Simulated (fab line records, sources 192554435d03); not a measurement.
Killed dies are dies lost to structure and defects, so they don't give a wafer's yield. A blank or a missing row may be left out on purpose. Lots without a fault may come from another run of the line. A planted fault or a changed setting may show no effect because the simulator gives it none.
fab line records | flow n5_finfet | part 2 of 2: steps 5 to 6 of 6
record lots=23 wafers=69 last_day=17
route steps=1938 shown BEOL_M11@1587 BEOL_M12@1612
lots that met no fault: from a run of the same line without faults
start_h: hours from the record's first day to the start of the lot's first wafer shown | wait_h: hours since the lot's step before | " the same as in the row above | L1.1+2: a row that stands for several wafers | - no value, or no start given | * or withheld: withheld | < > ~ a bound
route shown NAME@n: a module of which the file shows steps, and the number in the route of the first | usual: mean/standard deviation of fault-free wafers | same: alike in all rows | chamber/n: place in a boat | sites: the reading at each site | _std_site: their standard deviation | _edge_site: outer sites' mean less inner sites' | radius_mm: how far each site lies from the wafer's centre | mask NAME#n: copy n | behind: the tool/chamber that last shaped the wafer | hold: why the lot was held/for how many hours/how that ended | device: the transistor (n, p or np) that didn't switch | end of line: the same wafers' tests at the end of the route | a step without rows: its recipe alone | killed: dies lost to structure and defects at the first sort, not the wafer's yield | map: a wafer's dies, x killed, . not, _ none there
set.NAME: the setting as run; set.NAME@STEP: as run at that earlier step | model.NAME: the simulator's own value behind a step, which no gauge read
steps of the route over a sample of lots; a table a step, a row a wafer
services: from which hour (start_h, from the record's first day; less than 0 if before it) a tool's chamber was out of use, for how many hours, and why
## steps
# step N5_BEOL_M12_STRIP_63
# recipe chemistry=N2/H2 power_w=1000 temp_c=250 h2_frac=0.65 overash_fraction=0.3 pressure_mtorr=1000 n2_flow_sccm=1750 h2_flow_sccm=3250
# usual drypump_motor_current_A=5.6/0.59 heater_power_w=342/55 n2_flow_sccm=1749/5.3 oes_product_au=0.692/0.0048 strip_time_to_endpoint_s=42.2/0.98
# columns lot.wafer tool chamber start_h wait_h drypump_motor_current_A heater_power_w n2_flow_sccm oes_product_au rf_hours_counter_h strip_time_to_endpoint_s
L074.1 plasma_asher-02 0 234.15 - 5.5 336 1752 0.692 68 41.8
L074.2 " 1 " " 5.1 442 1742 0.695 68 42.3
L074.4 " 1 " " 5.1 418 1753 0.690 - 42.9
L075.1 plasma_asher-01 1 240.99 - 6.5 270 1750 0.688 115 43.4
L075.3 " 1 " " 6.5 283 1756 0.689 - 42.0
L075.4 " 0 " " 5.1 343 1744 0.699 - 42.3
L076.2 plasma_asher-02 0 258.68 - 5.5 345 1752 0.689 73 42.5
L076.3 " 0 " " 5.5 339 1751 0.684 - 42.8
L076.5 " 0 " " 5.5 334 1751 0.690 - 41.9
L080.3 plasma_asher-02 1 263.82 - 5.1 426 1750 0.696 - 43.1
L080.4 " 0 " " 5.5 337 1753 0.690 - 42.6
L080.5 " 0 " " 5.5 344 1754 0.685 - 40.1
L077.2 plasma_asher-01 0 264.07 - 5.1 348 1748 0.689 119 42.2
L077.5 " 0 " " 5.1 334 1751 0.691 - 41.7
L077.6 " 1 " " 6.5 273 1750 0.696 - 42.1
L079.1 plasma_asher-01 1 265.46 - 6.5 277 1735 0.679 120 42.7
L079.3 " 0 " " 5.1 345 1746 0.693 - 42.0
L079.4 " 1 " " 6.5 273 1752 0.697 - 42.1
L081.1 plasma_asher-01 1 269.13 - 6.5 277 1745 0.688 120 41.2
L081.5 " 1 " " 6.5 267 1748 0.693 - 42.1
L081.6 " 0 " " 5.1 341 1753 0.690 - 40.8
L078.1 plasma_asher-01 0 272.35 - 5.1 347 1743 0.693 121 42.8
L078.5 " 1 " " 6.5 268 1747 0.684 - 41.8
L078.6 " 0 " " 5.1 345 1757 0.691 - 41.5
L082.3 plasma_asher-01 1 278.53 - 6.5 263 1751 0.695 - 41.7
L082.4 " 0 " " 5.0 334 1747 0.693 - 42.9
L082.6 " 1 " " 6.5 269 1747 0.689 - 42.0
L083.2 plasma_asher-02 1 286.29 - 5.1 434 1752 0.688 79 44.4
L083.4 " 0 " " 5.5 345 1753 0.696 - 42.3
L083.5 " 1 " " 5.1 430 1750 0.692 - 41.7
L084.2 plasma_asher-01 0 293.84 - 5.1 343 1749 0.698 124 42.4
L084.5 " 0 " " 5.1 336 1749 0.697 - 41.7
L084.6 " 1 " " 6.5 270 1745 0.688 - 40.9
L085.2 plasma_asher-02 1 309.53 - 5.1 414 1760 0.699 84 44.9
L085.3 " 1 " " 5.1 423 1752 0.698 - 43.9
L085.4 " 0 " " 5.5 338 1748 0.696 - 42.8
L087.4 plasma_asher-01 0 313.10 - 5.1 340 1746 0.693 - 41.3
L087.5 " 0 " " 5.1 336 1744 0.697 - 41.5
L087.6 " 1 " " 6.5 272 1751 0.696 - 40.8
L089.1 plasma_asher-01 1 321.58 - 6.5 273 1742 0.692 131 43.5
L089.3 " 0 " " 5.1 331 1750 0.695 - 43.3
L089.4 " 1 " " 6.5 271 1751 0.688 - 42.7
L086.1 plasma_asher-01 1 321.74 - 6.5 272 1742 0.692 131 43.2
L086.3 " 0 " " 5.1 344 1753 0.691 - 41.6
L086.4 " 1 " " 6.5 268 1748 0.694 - 41.4
L091.2 plasma_asher-02 0 323.90 - 5.5 344 1748 0.699 86 43.3
L091.3 " 0 " " 5.5 342 1753 0.688 - 43.4
L091.5 " 0 " " 5.5 332 1754 0.685 - 42.8
L090.1 plasma_asher-01 1 326.69 - 6.5 276 1751 0.692 132 42.8
L090.4 " 1 " " 6.5 270 1759 0.687 - 42.4
L090.6 " 1 " " 6.5 272 1744 0.695 - 42.2
L088.3 plasma_asher-02 1 329.32 - 5.1 425 1748 0.690 - 43.1
L088.5 " 0 " " 5.5 330 1746 0.696 - 40.4
L088.6 " 1 " " 5.1 427 1746 0.684 - 40.6
L093.3 plasma_asher-02 1 333.69 - 5.1 428 1746 0.690 - 42.6
L093.4 " 0 " " 5.5 343 1748 0.701 - 42.1
L093.5 " 1 " " 5.1 432 1746 0.700 - 41.1
L092.4 plasma_asher-02 1 355.09 - 5.1 430 1745 0.703 - 42.1
L092.5 " 0 " " 5.5 339 1748 0.696 - 41.1
L092.6 " 1 " " 5.1 420 1746 0.685 - 42.0
L094.1 plasma_asher-02 0 355.51 - 5.5 342 1757 0.689 93 42.7
L094.4 " 0 " " 5.5 336 1744 0.700 - 43.1
L094.6 " 1 " " 5.1 416 1753 0.689 - 42.2
L097.3 plasma_asher-01 1 379.48 - 6.5 275 1759 0.690 - 42.0
L097.4 " 0 " " 5.1 343 1758 0.690 - 42.0
L097.6 " 0 " " 5.1 339 1756 0.686 - 41.6
L095.1 plasma_asher-01 1 379.73 - 6.5 271 1763 0.684 141 41.1
L095.3 " 0 " " 5.0 347 1761 0.686 - 40.9
L095.4 " 1 " " 6.5 277 1751 0.691 - 41.6
# step N5_BEOL_M12_DESCUM_33
# recipe chemistry=O2 time_s=7.9 source_power_w=50 bias_power_w=20 pressure_mtorr=20 rf_frequency_hz=2.712e+07 temp_c=40 o2_flow_sccm=225
# usual drypump_motor_current_A=5.7/0.5 oes_product_au=0.77/0.082 rf_vpp_V=242.6/1.3 showerhead_plenum_p_Torr=2.06/0.072 throttle_valve_pct=20.55/0.21
# columns lot.wafer tool chamber start_h wait_h drypump_motor_current_A oes_product_au rf_hours_counter_h rf_vpp_V showerhead_plenum_p_Torr throttle_valve_pct
L074.1 rie_diel-06 2 234.85 0.1 5.6 0.88 41 241.7 2.14 20.28
L074.2 " 1 " " 5.6 0.71 202 242.1 1.92 20.78
L074.4 " 0 " " 6.4 0.98 5 242.2 2.05 20.16
L075.1 rie_diel-05 0 241.61 0.0 5.8 0.72 205 242.9 2.08 20.85
L075.3 " 2 " " 6.5 0.77 151 243.2 2.09 20.36
L075.4 " 1 " " 6.1 0.72 222 241.9 1.96 20.65
L076.2 rie_diel-05 2 259.43 0.0 6.5 0.76 159 243.3 2.09 20.38
L076.3 " 3 " " 5.4 0.74 197 243.1 2.08 20.55
L076.5 " 3 " " 5.4 0.74 - 242.5 2.08 20.55
L080.3 rie_diel-05 3 264.55 0.0 5.4 0.73 199 241.5 2.08 20.55
L080.4 " 2 " " 6.5 0.77 - 242.9 2.09 20.38
L080.5 " 0 " " 5.7 0.72 - 242.2 2.07 20.85
L077.2 rie_diel-06 1 264.82 0.0 5.6 0.70 213 240.9 1.91 20.80
L077.5 " 2 " " 5.6 0.86 - 243.2 2.13 20.27
L077.6 " 1 " " 5.6 0.71 - 240.0 1.91 20.81
L079.1 rie_diel-04 1 266.21 0.0 5.8 0.82 79 242.1 2.11 20.66
L079.3 " 0 " " 6.0 0.73 166 244.5 2.17 20.56
L079.4 " 3 " " 4.9 0.71 190 241.8 2.00 20.76
L081.1 rie_diel-04 3 269.75 0.0 4.9 0.70 192 243.7 2.00 20.77
L081.5 " 1 " " 5.8 0.81 - 244.3 2.11 20.65
L081.6 " 2 " " 4.8 0.68 - 242.3 2.15 20.58
L078.1 rie_diel-05 0 272.97 0.0 5.7 0.70 217 241.3 2.07 20.86
L078.5 " 2 " " 6.5 0.75 - 242.6 2.09 20.39
L078.6 " 1 " " 6.1 0.70 - 241.9 1.96 20.65
L082.3 rie_diel-05 1 279.13 0.0 6.1 0.72 230 241.2 1.96 20.66
L082.4 " 2 " " 6.5 0.76 167 243.1 2.09 20.37
L082.6 " 3 " " 5.4 0.72 - 242.3 2.08 20.55
L083.2 rie_diel-05 3 287.09 0.1 5.4 0.72 207 241.7 2.08 20.56
L083.4 " 1 " " 6.1 0.71 233 242.7 1.96 20.67
L083.5 " 0 " " 5.8 0.71 - 242.3 2.07 20.87
L084.2 rie_diel-05 0 294.46 0.0 5.7 0.70 225 242.9 2.07 20.88
L084.5 " 1 " " 6.1 0.71 - 240.3 1.96 20.67
L084.6 " 0 " " 5.8 0.70 - 242.7 2.07 20.88
L085.2 rie_diel-04 3 310.19 0.0 4.9 0.70 203 241.7 1.99 20.79
L085.3 " 0 " " 6.0 0.71 179 242.9 2.17 20.57
L085.4 " 2 " " 4.9 0.67 250 245.9 2.15 20.61
L087.4 rie_diel-06 0 313.87 0.0 6.5 0.92 32 241.6 2.04 20.22
L087.5 " 3 " " 5.1 0.84 - 241.9 2.05 20.37
L087.6 " 0 " " 6.5 0.92 - 243.1 2.04 20.21
L089.1 rie_diel-04 1 322.33 0.0 5.8 0.80 98 244.0 2.11 20.68
L089.3 " 3 " " 4.9 0.69 208 239.9 1.99 20.78
L089.4 " 3 " " 4.9 0.69 - 239.9 1.99 20.79
L086.1 rie_diel-06 1 322.56 0.1 5.6 0.68 233 241.1 1.91 20.82
L086.3 " 3 " " 5.1 0.82 61 241.4 2.04 20.38
L086.4 " 2 " " 5.6 0.83 70 242.8 2.13 20.33
L091.2 rie_diel-06 3 324.65 0.0 5.1 0.83 62 241.5 2.04 20.38
L091.3 " 2 " " 5.6 0.84 71 245.2 2.13 20.31
L091.5 " 1 " " 5.6 0.69 - 241.0 1.91 20.83
L090.1 rie_diel-05 2 327.31 0.0 6.5 0.75 187 242.4 2.08 20.42
L090.4 " 0 " " 5.7 0.69 237 242.9 2.07 20.88
L090.6 " 2 " " 6.5 0.74 - 242.5 2.08 20.42
L088.3 rie_diel-06 3 330.78 0.6 5.1 0.83 64 242.0 2.04 20.39
L088.5 " 2 " " 5.6 0.82 - 242.4 2.12 20.32
L088.6 " 1 " " 5.6 0.70 - 238.6 1.91 20.85
L093.3 rie_diel-06 0 336.03 1.6 6.5 0.89 40 242.4 2.04 20.23
L093.4 " 3 " " 5.1 0.83 66 243.3 2.04 20.39
L093.5 " 0 " " 6.5 0.89 - 241.9 2.04 20.22
L092.4 rie_diel-04 3 355.69 0.0 4.9 0.69 215 241.6 1.99 20.80
L092.5 " 0 " " 6.0 0.71 - 243.6 2.16 20.59
L092.6 " 1 " " 5.8 0.80 - 244.0 2.10 20.71
L094.1 rie_diel-06 2 356.28 0.0 5.6 0.81 82 243.6 2.12 20.32
L094.4 " 1 " " 5.6 0.67 247 239.2 1.90 20.84
L094.6 " 0 " " 6.4 0.87 - 243.2 2.04 20.24
L097.3 rie_diel-04 1 380.41 0.2 5.8 0.78 116 244.3 2.10 20.72
L097.4 " 0 " " 6.1 0.70 201 244.7 2.16 20.60
L097.6 " 2 " " 4.9 0.97 - 244.0 2.14 20.20
L095.1 rie_diel-06 0 380.48 0.0 6.4 0.85 57 242.7 2.03 20.25
L095.3 " 3 " " 5.1 0.81 83 242.4 2.04 20.41
L095.4 " 0 " " 6.4 0.86 - 241.5 2.03 20.26
## services
# columns tool chamber start_h hours kind
rie_diel-05 - 219.24 0.6 repair
uv_cure-02 - 221.68 7.5 pm
rie_diel-06 - 226.50 4.3 pm
cmp-02 - 226.91 0.8 repair
cmp-02 - 236.26 5.6 pm
uv_cure-02 - 242.01 0.8 repair
rie_diel-06 2 244.62 10.0 repair
cmp-02 - 245.99 3.0 repair
rie_diel-05 1 249.20 16.5 repair
rie_diel-04 3 277.18 5.2 repair
cmp-04 - 278.18 1.3 repair
uv_cure-02 - 289.93 16.1 repair
plasma_asher-02 - 293.46 2.6 repair
cmp-04 - 306.26 4.0 pm
rie_diel-04 - 328.49 15.6 pm
cmp-03 - 338.32 1.5 repair
cmp-04 - 343.66 1.1 repair
cmp-04 - 347.88 0.3 repair
uv_cure-02 - 351.75 2.1 pm
cmp-04 - 358.43 2.4 repair
uv_cure-02 - 364.38 1.0 repair
rie_diel-04 3 371.95 7.3 repair
cmp-04 - 375.87 5.4 pm
cmp-03 - 379.91 4.0 pm
